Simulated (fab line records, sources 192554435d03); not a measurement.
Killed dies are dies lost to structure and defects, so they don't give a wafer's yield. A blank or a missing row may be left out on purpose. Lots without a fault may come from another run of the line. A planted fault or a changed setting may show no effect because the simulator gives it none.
Chamber matching | flow n5_finfet | N5_BEOL_M3_ALD_84 on ald_metal-04: 4 sister chambers
The step deposits TaN, pulse time 2 s, purge time 3 s, co reactant purge time 2 s. 7 wafers are shown with their chamber, then 9 later ones without.

WAFERS WITH THEIR CHAMBER
wafer  | chamber | heater_power_w (W)
L077.3 | 3       | 370
L089.1 | 0       | 418
L089.3 | 2       | 489
L089.5 | 2       | 468
L091.2 | 1       | 448
L091.4 | 0       | 419
L091.6 | 1       | 446

WAFERS WITHOUT THEIR CHAMBER
wafer  | heater_power_w (W)
L092.1 | 430
L092.2 | 483
L092.3 | 420
L094.1 | 424
L094.4 | 485
L094.5 | 438
L097.3 | 374
L097.4 | 415
L097.5 | 440

WHICH CHAMBER EACH WENT THROUGH
wafer  | from the rows above     | in truth
L092.1 | can't be placed: 0 or 1 | 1
L092.2 | 2                       | 2
L092.3 | 0                       | 0
L094.1 | 0                       | 0
L094.4 | 2                       | 2
L094.5 | can't be placed: 1 or 0 | 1
L097.3 | 3                       | 3
L097.4 | 0                       | 0
L097.5 | can't be placed: 1 or 0 | 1
Placed correctly: 6 of 9. Can't be placed from these rows: 3 (the true chamber is among the candidates in 3). Placed wrongly: 0.
How it was worked out, from the rows above alone: a wafer's distance from a chamber is the root of the sum, over the readings, of the square of ((its reading less the chamber's mean) divided by the reading's scatter). The wafer belongs to the nearest chamber; if the next one is less than 2 further off, it can't be placed. A chamber's mean is the mean of its shown wafers. The scatter: the root of (the sum of the squares of (reading less its chamber's mean) over the shown wafers, divided by (wafers less chambers)).
